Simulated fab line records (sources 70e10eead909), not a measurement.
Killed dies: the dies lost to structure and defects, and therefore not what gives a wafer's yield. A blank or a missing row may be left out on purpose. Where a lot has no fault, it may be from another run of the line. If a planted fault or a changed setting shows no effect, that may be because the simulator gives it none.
fab line records	flow nand_harc
record: lots: 6	wafers: 18	last_day: 33
route steps=1302 shown P_M2@330 END@1302
lots with no fault: from the same line, run without faults
start_h: start of the lot's first displayed wafer, in hours after the record's first day	wait_h: hours since the lot's step before	" the same as in the row above	L1.1+2: a row that stands for several wafers	- either no value or no given start	* or withheld: withheld	< > ~ a bound
route shown NAME@n: names a module that has steps shown in the file, with the first one's number in the route	usual: mean and standard deviation over wafers with no fault	same: alike in all rows	chamber/n: place in a boat	sites: the reading at each site	_std_site: how widely they spread, as a standard deviation	_edge_site: inner sites' mean taken away from outer sites' mean	radius_mm: for every site, how far away it sits from the centre of the wafer	mask NAME#n: copy n	behind: the last tool/chamber to shape the wafer	hold: why the lot was held/for how many hours/how that ended	device: transistor that didn't switch, given as n, p or np	end of line: at the end of the route, the tests of the same wafers	for a step that has no rows: nothing shown but its recipe	killed: not the wafer's yield, but the dies lost to structure and defects at the first sort	map: a wafer's dies, x killed, . not, _ none there
set.NAME: the setting that was run; set.NAME@STEP: the one run at that earlier step	model.NAME: the simulator's own value behind a step, which no gauge read
lots at some steps of the route; a table a step, a row a wafer
services: the hour from which a tool's chamber was out of use, counted from the record's first day as start_h (under 0 if before that day), plus the number of hours and why
== steps ==
step: NHARC_P_M2_INSPECT_11
usual: raw_defect_count: 4.2/2.9
lot.wafer	tool	chamber	start_h	wait_h	raw_defect_count
L725.4	defect_inspect-01	-	208.60	0.0	3
L725.5	"	-	"	"	4
L725.6	"	-	"	"	7
L727.3	defect_inspect-01	-	233.92	0.0	3
L727.4	"	-	"	"	2
L727.6	"	-	"	"	3
L728.1	defect_inspect-02	-	241.70	0.0	2
L728.4	"	-	"	"	4
L728.5	"	-	"	"	2
L737.1	defect_inspect-02	-	323.94	0.0	4
L737.2	"	-	"	"	4
L737.4	"	-	"	"	2
L738.1	defect_inspect-02	-	336.53	0.0	13
L738.3	"	-	"	"	15
L738.5	"	-	"	"	8
L740.3	defect_inspect-02	-	352.81	0.0	3
L740.4	"	-	"	"	6
L740.5	"	-	"	"	6
step: NHARC_P_M2_DESCUM_14
recipe: time_s: 3	o2_flow_sccm: 200	ar_flow_sccm: 0	bias_power_w: 0	chemistry: O2
step: NHARC_P_M2_ETCH_35
recipe: target_depth_a: 400	overetch_a: 120	time_s: 43.94	ion_energy_ev: 200	n2_flow_sccm: 150	h2_flow_sccm: 150	ar_flow_sccm: 0	rf_w: 400	bias_w: 150	chemistry: N2/H2
usual: bias_w: 150.0/0.49	drypump_motor_current_A: 5.7/0.4	oes_product_au: 0.997/0.0095	rf_vpp_V: 431.1/2.5	showerhead_plenum_p_Torr: 2.06/0.081	throttle_valve_pct: 14.171/0.0094
lot.wafer	tool	chamber	start_h	wait_h	bias_w	drypump_motor_current_A	oes_product_au	rf_hours_counter_h	rf_vpp_V	showerhead_plenum_p_Torr	throttle_valve_pct
L725.4	rie_diel-11	1	208.75	0.1	149.8	5.6	0.999	5.6	433.3	2.16	14.158
L725.5	"	0	"	"	149.9	5.6	1.000	-	431.1	2.00	14.182
L725.6	"	1	"	"	150.0	5.5	0.985	-	433.5	2.16	14.161
L727.3	rie_diel-11	3	234.08	0.1	150.0	6.0	1.002	5.7	427.4	1.92	14.177
L727.4	"	0	"	"	150.1	5.7	1.005	5.5	428.0	2.00	14.164
L727.6	"	3	"	"	149.6	6.0	1.005	-	427.0	1.92	14.176
L728.4	rie_diel-05	2	241.85	0.1	150.0	5.6	0.988	0.1	426.9	1.97	14.187
L728.1	"	1	"	"	148.8	5.4	0.994	0.1	433.4	2.13	14.173
L728.5	"	2	"	"	150.0	5.6	0.986	-	428.4	1.97	14.160
L737.1	rie_diel-03	3	324.08	0.1	149.5	5.3	0.998	0.5	429.5	2.07	14.167
L737.2	"	0	"	"	150.3	5.2	0.993	0.1	433.0	2.15	14.170
L737.4	"	2	"	"	149.7	6.4	0.979	0.5	431.6	2.06	14.189
L738.3	rie_diel-03	3	336.69	0.1	150.6	5.3	1.002	1.3	430.5	2.07	14.182
L738.1	"	0	"	"	149.4	5.2	0.998	1.2	434.2	2.15	14.165
L738.5	"	1	"	"	150.7	6.1	0.991	-	428.8	1.94	14.166
L740.4	rie_diel-03	3	352.95	0.1	149.8	5.3	1.005	2.9	431.2	2.07	14.169
L740.3	"	1	"	"	149.9	6.1	0.992	2.6	427.0	1.94	14.174
L740.5	"	0	"	"	149.8	5.2	0.999	-	434.8	2.15	14.178
step: NHARC_P_M2_ETCH_15
recipe: target_depth_a: 1825	time_s: 91.2	c4f8_flow_sccm: withheld	ar_flow_sccm: 400	rf_w: 600	bias_w: 300	chemistry: C4F8/Ar
usual: bias_w: 300.0/0.86	oes_product_au: 0.935/0.024	rf_vpp_V: 441.4/2.5
lot.wafer	tool	chamber	start_h	wait_h	bias_w	oes_product_au	rf_hours_counter_h	rf_vpp_V
L725.4	rie_diel-11	0	-	-	300.5	0.983	4.8	437.9
L725.5	"	2	"	"	301.7	0.957	-	440.6
L725.6	"	3	"	"	299.7	0.971	-	437.8
L727.3	rie_diel-11	3	-	-	300.3	0.985	5.7	437.2
L727.4	"	1	"	"	300.0	0.950	6.2	445.0
L727.6	"	2	"	"	301.0	0.980	-	439.5
L728.4	rie_diel-05	3	-	-	299.6	0.961	0.1	443.1
L728.1	"	2	"	"	300.1	0.972	0.2	440.2
L728.5	"	3	"	"	300.1	0.969	-	441.9
L737.4	rie_diel-03	2	-	-	298.5	0.922	0.6	441.4
L737.2	"	0	"	"	299.1	0.945	0.1	444.0
L737.1	"	1	"	"	300.3	0.914	0.5	438.7
L738.3	rie_diel-03	1	-	-	299.6	0.912	1.7	437.6
L738.1	"	3	"	"	300.8	0.914	1.3	442.7
L738.5	"	1	"	"	300.1	0.904	-	437.3
L740.4	rie_diel-03	1	-	-	299.9	0.924	2.6	437.5
L740.3	"	2	"	"	301.2	0.913	2.8	443.3
L740.5	"	0	"	"	300.5	0.923	-	444.8
step: NHARC_P_M2_CD_MEAS_16
usual: cd_nm: 169.9/0.86
lot.wafer	tool	chamber	start_h	wait_h	cd_nm
L725.4	cd_sem-02	-	208.97	-	170.3
L725.5	"	-	"	"	170.9
L725.6	"	-	"	"	170.4
L727.3	cd_sem-03	-	234.30	-	169.4
L727.4	"	-	"	"	169.4
L727.6	"	-	"	"	170.2
L728.1	cd_sem-03	-	242.07	-	168.4
L728.4	"	-	"	"	169.8
L728.5	"	-	"	"	169.1
L737.1	cd_sem-01	-	324.30	-	170.7
L737.2	"	-	"	"	170.2
L737.4	"	-	"	"	171.1
L738.1	cd_sem-01	-	336.90	-	169.7
L738.3	"	-	"	"	168.0
L738.5	"	-	"	"	169.0
L740.3	cd_sem-03	-	353.18	-	169.2
L740.4	"	-	"	"	171.0
L740.5	"	-	"	"	169.9
step: NHARC_P_M2_STRIP_18
recipe: power_w: 1000	n2_flow_sccm: 150	h2_flow_sccm: 150	ar_flow_sccm: 0	bias_w: 0	chemistry: N2/H2
step: NHARC_P_M2_ETCH_28
recipe: target_depth_a: 300	over_etch_frac: 0.3	time_s: 72.99	ion_energy_ev: 150	cf4_flow_sccm: 50	n2_flow_sccm: 100	ar_flow_sccm: 150	rf_w: 300	bias_w: 100	chemistry: CF4/N2
usual: bias_w: 100.0/0.32	drypump_motor_current_A: 5.7/0.37	oes_product_au: 0.996/0.01	rf_vpp_V: 314.8/1.9	showerhead_plenum_p_Torr: 2.66/0.098	throttle_valve_pct: 19.795/0.0094
lot.wafer	tool	chamber	start_h	wait_h	bias_w	drypump_motor_current_A	oes_product_au	rf_hours_counter_h	rf_vpp_V	showerhead_plenum_p_Torr	throttle_valve_pct
L725.4	rie_diel-05	0	-	-	100.0	5.2	1.001	8.5	316.0	2.79	19.794
L725.5	"	1	"	"	100.3	5.4	0.988	-	315.4	2.73	19.790
L725.6	"	2	"	"	100.0	5.6	1.001	-	312.5	2.54	19.787
L727.3	rie_diel-03	3	-	-	100.2	5.3	0.993	7.7	314.0	2.66	19.805
L727.4	"	3	"	"	100.3	5.3	0.992	-	314.1	2.66	19.782
L727.6	"	0	"	"	100.3	5.2	0.988	-	316.0	2.76	19.794
L728.1	rie_diel-03	2	-	-	100.0	6.3	1.007	8.7	315.4	2.66	19.791
L728.4	"	3	"	"	100.4	5.3	1.012	8.4	314.4	2.66	19.805
L728.5	"	2	"	"	99.7	6.3	1.007	-	314.9	2.66	19.794
L737.4	rie_diel-05	3	-	-	100.2	6.2	0.981	5.2	315.3	2.71	19.783
L737.1	"	0	"	"	100.0	5.3	1.013	6.2	315.3	2.79	19.795
L737.2	"	1	"	"	99.9	5.5	0.982	5.9	316.4	2.73	19.789
L738.3	rie_diel-11	3	-	-	99.7	6.0	0.990	3.9	311.7	2.49	19.774
L738.1	"	0	"	"	100.2	5.6	0.994	3.8	313.2	2.58	19.795
L738.5	"	2	"	"	99.6	5.3	0.995	-	312.7	2.57	19.812
L740.3	rie_diel-05	1	-	-	99.9	5.4	0.969	6.8	316.4	2.73	19.799
L740.4	"	2	"	"	100.5	5.6	0.998	-	313.0	2.54	19.796
L740.5	"	3	"	"	100.0	6.2	0.984	-	317.0	2.71	19.778
step: NHARC_P_M2_STRIP_19
recipe: time_s: 600	temp_c: 30	chemistry: post_etch_residue_remover
step: NHARC_P_M2_DEGAS_29
recipe: temp_c: 250	time_s: 60
usual: heater_power_w: 335/39
lot.wafer	tool	chamber	start_h	wait_h	heater_power_w
L725.4	pvd_sputter-01	-	209.69	-	347
L725.6	"	-	"	"	296
L725.5	"	-	"	"	386
L727.3	pvd_sputter-03	-	235.07	-	313
L727.4	"	-	"	"	403
L727.6	"	-	"	"	304
L728.4	pvd_sputter-02	-	242.83	-	343
L728.1	"	-	"	"	341
L728.5	"	-	"	"	349
L737.1	pvd_sputter-02	-	325.02	-	328
L737.2	"	-	"	"	331
L737.4	"	-	"	"	328
L738.1	pvd_sputter-02	-	337.61	-	286
L738.3	"	-	"	"	340
L738.5	"	-	"	"	325
L740.3	pvd_sputter-02	-	353.95	-	326
L740.4	"	-	"	"	314
L740.5	"	-	"	"	337
step: NHARC_P_M2_PRE_CLEAN_30
recipe: time_s: 30	temp_c: 280	gas: H2/He
usual: heater_power_w: 407/45
lot.wafer	tool	chamber	start_h	wait_h	heater_power_w
L725.4	pvd_sputter-01	-	-	-	394
L725.5	"	-	"	"	364
L725.6	"	-	"	"	470
L727.4	pvd_sputter-03	-	-	-	496
L727.3	"	-	"	"	500
L727.6	"	-	"	"	392
L728.1	pvd_sputter-02	-	-	-	419
L728.4	"	-	"	"	405
L728.5	"	-	"	"	415
L737.1	pvd_sputter-02	-	-	-	395
L737.2	"	-	"	"	413
L737.4	"	-	"	"	405
L738.1	pvd_sputter-02	-	-	-	361
L738.3	"	-	"	"	404
L738.5	"	-	"	"	357
L740.3	pvd_sputter-02	-	-	-	410
L740.4	"	-	"	"	397
L740.5	"	-	"	"	403
step: NHARC_P_M2_PVD_20
recipe: target_thk_a: 50	bias_v: 168.6	power_w: 15000	chamber_pressure_pa: 0.12	time_s: 8.06	substrate_temp_c: 50	material: TaN
step: NHARC_P_M2_PVD_21
recipe: target_thk_a: 300	chamber_pressure_pa: 5	power_w: 5000	substrate_temp_c: 30	time_s: 20.49	material: Cu
step: NHARC_P_M2_ECD_22
recipe: target_thk_a: 4000	bath_temp_c: 25	material: Cu
lot.wafer	tool	chamber	start_h	wait_h
L725.4+6+5	ecd_cu-02	0,0,1	210.14	-
L727.3+4+6	ecd_cu-02	0,1,0	235.54	-
L728.1+4+5	ecd_cu-01	0,0,1	243.18	-
L737.2+1+4	ecd_cu-02	1,0,0	325.38	-
L738.1+3+5	ecd_cu-02	1,0,0	337.97	-
L740.4+3+5	ecd_cu-01	1,0,0	354.44	-
step: NHARC_P_M2_ANNEAL_31
recipe: temp_c: 225	time_s: 90
step: NHARC_P_M2_CMP_23
recipe: t_overpolish_s: 20	target_thk_nm: 144.3
usual: edge_zone_pressure_frac: 1.000/0.005	motor_current_A: 12.2/1.3	slurry_filter_dp_kPa: 13.49/0.13	time_to_endpoint_s: 29/3
lot.wafer	tool	chamber	start_h	wait_h	edge_zone_pressure_frac	motor_current_A	slurry_filter_dp_kPa	time_to_endpoint_s
L725.4	cmp-02	2	210.76	-	1.008	11.1	13.48	29
L725.5	"	2	"	"	1.004	11.3	13.61	27
L725.6	"	3	"	"	0.995	14.4	13.64	28
L727.4	cmp-03	1	236.22	-	1.009	11.6	13.38	27
L727.3	"	2	"	"	0.996	11.4	13.51	29
L727.6	"	3	"	"	0.997	11.4	13.56	28
L728.1	cmp-04	2	243.90	-	0.993	11.3	13.46	28
L728.4	"	3	"	"	0.996	13.2	13.64	29
L728.5	"	3	"	"	1.001	12.9	13.62	29
L737.1	cmp-04	2	326.13	-	0.997	10.9	13.41	42
L737.2	"	3	"	"	0.995	12.8	13.41	28
L737.4	"	0	"	"	0.992	12.0	13.49	46
L738.1	cmp-03	3	338.69	-	1.010	11.5	13.39	28
L738.3	"	0	"	"	0.997	12.2	13.45	43
L738.5	"	0	"	"	1.004	13.3	13.49	44
L740.3	cmp-02	1	355.12	-	0.999	12.4	13.46	35
L740.4	"	2	"	"	1.005	10.8	13.46	25
L740.5	"	0	"	"	1.011	12.1	13.74	28
step: NHARC_P_M2_THK_MEAS_24
recipe: thk_meas_gauge: xrf
usual: thk_nm: 144.3/1.8
lot.wafer	tool	chamber	start_h	wait_h	thk_nm
L725.4	film_metro-01	-	211.08	-	144.7
L725.5	"	-	"	"	140.9
L725.6	"	-	"	"	144.6
L727.3	film_metro-02	-	236.48	-	144.6
L727.4	"	-	"	"	142.6
L727.6	"	-	"	"	145.1
L728.1	film_metro-01	-	244.22	-	145.1
L728.4	"	-	"	"	143.4
L728.5	"	-	"	"	143.4
L737.1	film_metro-01	-	326.42	-	143.0
L737.2	"	-	"	"	143.1
L737.4	"	-	"	"	143.9
L738.1	film_metro-01	-	339.01	-	144.7
L738.3	"	-	"	"	145.2
L738.5	"	-	"	"	144.5
L740.3	film_metro-01	-	355.38	-	146.1
L740.4	"	-	"	"	142.7
L740.5	"	-	"	"	142.1
step: NHARC_END_SORT_01
recipe: temp_c: 25
usual: defect_limited_yield: 91/3.1	killed_at_array: 57/20	killed_at_other: 1.0/1.5	killed_at_periphery: 3.5/2.5	killed_dies: 62/21	killed_open: 3.5/1.9	killed_short: 2.4/1.6
same: gross_dies: 677
lot.wafer	tool	chamber	start_h	wait_h	defect_limited_yield[%]	killed_at_array	killed_at_other	killed_at_periphery	killed_dies	killed_open	killed_short
L725.4	prober-01	0	647.98	3.4	87	83	2	4	89	8	4
L725.5	prober-01	0	648.79	3.7	88	77	0	3	80	4	1
L725.6	prober-01	0	649.59	4.0	88	76	1	7	84	4	1
L728.1	prober-02	0	680.07	2.5	89	70	0	4	74	2	2
L728.4	prober-02	0	682.50	3.4	88	74	1	4	79	7	2
L728.5	prober-02	0	683.31	3.7	90	58	1	7	66	5	2
L737.1	prober-02	0	765.00	2.5	91	62	0	1	63	1	0
L737.2	prober-02	0	765.80	2.8	91	55	0	3	58	1	2
L737.4	prober-02	0	767.40	3.4	92	52	2	2	56	3	4
killed by level:class
L725.4 A_CHANNEL_HOLE_D2:chamber_film_flake=34 A_SLIT:chamber_film_flake=27 A_CHANNEL_HOLE_D1:chamber_film_flake=5 A_WL_FILL:chamber_film_flake=3 A_WL_FILL:geometric_particle:short=2 A_DECK1_JOINT:chamber_film_flake=2 THIN_TSV:chamber_film_flake=2 P_GATE:geometric_particle:open=1
L725.5 A_CHANNEL_HOLE_D2:chamber_film_flake=32 A_SLIT:chamber_film_flake=30 A_CHANNEL_HOLE_D1:chamber_film_flake=6 P_ZERO_WELL:chamber_film_flake=2 A_CHANNEL_FILL_D1:chamber_film_flake=2 A_DECK1_JOINT:chamber_film_flake=2 P_M1:geometric_particle:open=1 A_ONON_D1:geometric_particle:short=1
L725.6 A_SLIT:chamber_film_flake=31 A_CHANNEL_HOLE_D2:chamber_film_flake=27 A_CHANNEL_HOLE_D1:chamber_film_flake=7 P_GATE:chamber_film_flake=4 A_WL_FILL:chamber_film_flake=3 A_CONTACT:chamber_film_flake=3 P_GATE:geometric_particle:short=1 P_GATE:geometric_particle:open=1
L728.1 A_CHANNEL_HOLE_D1:chamber_film_flake=32 A_CHANNEL_HOLE_D2:chamber_film_flake=18 A_STAIRCASE:chamber_film_flake=9 A_SLIT:chamber_film_flake=3 P_M2:chamber_film_flake=2 P_CONTACT:geometric_particle:open=1 A_CHANNEL_HOLE_D1:geometric_particle:open=1 A_CHANNEL_FILL_D2:geometric_particle:short=1
L728.4 A_CHANNEL_HOLE_D1:chamber_film_flake=37 A_CHANNEL_HOLE_D2:chamber_film_flake=20 A_STAIRCASE:chamber_film_flake=4 A_CONTACT:chamber_film_flake=3 A_ONON_D2:geometric_particle:open=2 A_M1:geometric_particle:open=2 P_STI:chamber_film_flake=2 A_CHANNEL_FILL_D2:chamber_film_flake=2
L728.5 A_CHANNEL_HOLE_D1:chamber_film_flake=24 A_CHANNEL_HOLE_D2:chamber_film_flake=19 A_CONTACT:chamber_film_flake=4 A_SLIT:chamber_film_flake=3 P_M0:geometric_particle:open=2 A_STAIRCASE:chamber_film_flake=2 P_CONTACT:geometric_particle:short=1 P_CONTACT:geometric_particle:open=1
L737.1 A_CHANNEL_HOLE_D2:chamber_film_flake=29 A_CHANNEL_HOLE_D1:chamber_film_flake=13 A_SLIT:chamber_film_flake=8 A_CONTACT:chamber_film_flake=5 A_STAIRCASE:chamber_film_flake=2 A_WL_FILL:chamber_film_flake=2 A_ONON_D2:geometric_particle:open=1 P_GATE:chamber_film_flake=1
L737.2 A_CHANNEL_HOLE_D2:chamber_film_flake=27 A_CHANNEL_HOLE_D1:chamber_film_flake=15 A_SLIT:chamber_film_flake=4 A_CHANNEL_FILL_D1:chamber_film_flake=2 A_CONTACT:chamber_film_flake=2 P_M1:geometric_particle:open=1 A_CHANNEL_FILL_D2:geometric_particle:short=1 A_CONTACT:geometric_particle:short=1
L737.4 A_CHANNEL_HOLE_D2:chamber_film_flake=31 A_CHANNEL_HOLE_D1:chamber_film_flake=10 A_SLIT:chamber_film_flake=4 THIN_TSV:chamber_film_flake=2 P_CONTACT:geometric_particle:open=1 P_M0:geometric_particle:short=1 A_CHANNEL_HOLE_D1:geometric_particle:short=1 A_DECK1_JOINT:geometric_particle:short=1
== services ==
tool	chamber	start_h	hours	kind
cmp-02	-	186.85	2.1	repair
rie_diel-03	0	188.63	15.4	repair
cmp-02	-	191.28	0.4	repair
cmp-04	-	205.41	3.3	repair
cmp-04	-	209.07	4.0	pm
rie_diel-05	2	213.12	16.3	repair
pvd_sputter-01	-	221.51	3.1	repair
rie_diel-03	1	221.70	13.1	repair
pvd_sputter-01	-	226.00	10.0	pm
pvd_sputter-03	-	228.72	1.7	repair
cmp-03	-	229.58	4.1	repair
rie_diel-05	-	229.71	9.0	pm
ecd_cu-02	-	244.14	8.0	pm
rie_diel-11	-	257.47	9.0	pm
rie_diel-05	-	270.64	0.6	repair
rie_diel-03	-	281.30	9.0	pm
pvd_sputter-02	-	282.14	10.0	pm
ecd_cu-02	-	288.26	0.4	repair
rie_diel-05	0	288.36	4.4	repair
rie_diel-11	1	305.50	6.5	repair
rie_diel-03	-	306.85	0.7	repair
rie_diel-11	1	323.53	1.5	repair
pvd_sputter-02	-	329.71	5.2	repair
rie_diel-05	0	349.70	15.0	repair
== key ==
first_sign: step: NHARC_P_M2_CMP_23	reading: time_to_endpoint_s	direction: up	sigmas: 4.8	usual: *	struck: *
effect none on later readings
met_at NHARC_P_M2_ECD_22
struck_wafers L737.1,L737.4,L738.3,L738.5
onset_between 235.54 325.38
fault: kind: process_parameter_drift	tool: ecd_cu-02	chamber: 0	onset_h: 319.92	steps: NHARC_P_M2_ECD_22	channel: target_thk_a	offset: *	shape: step	end_h: 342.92	acts_in: *	stated: *
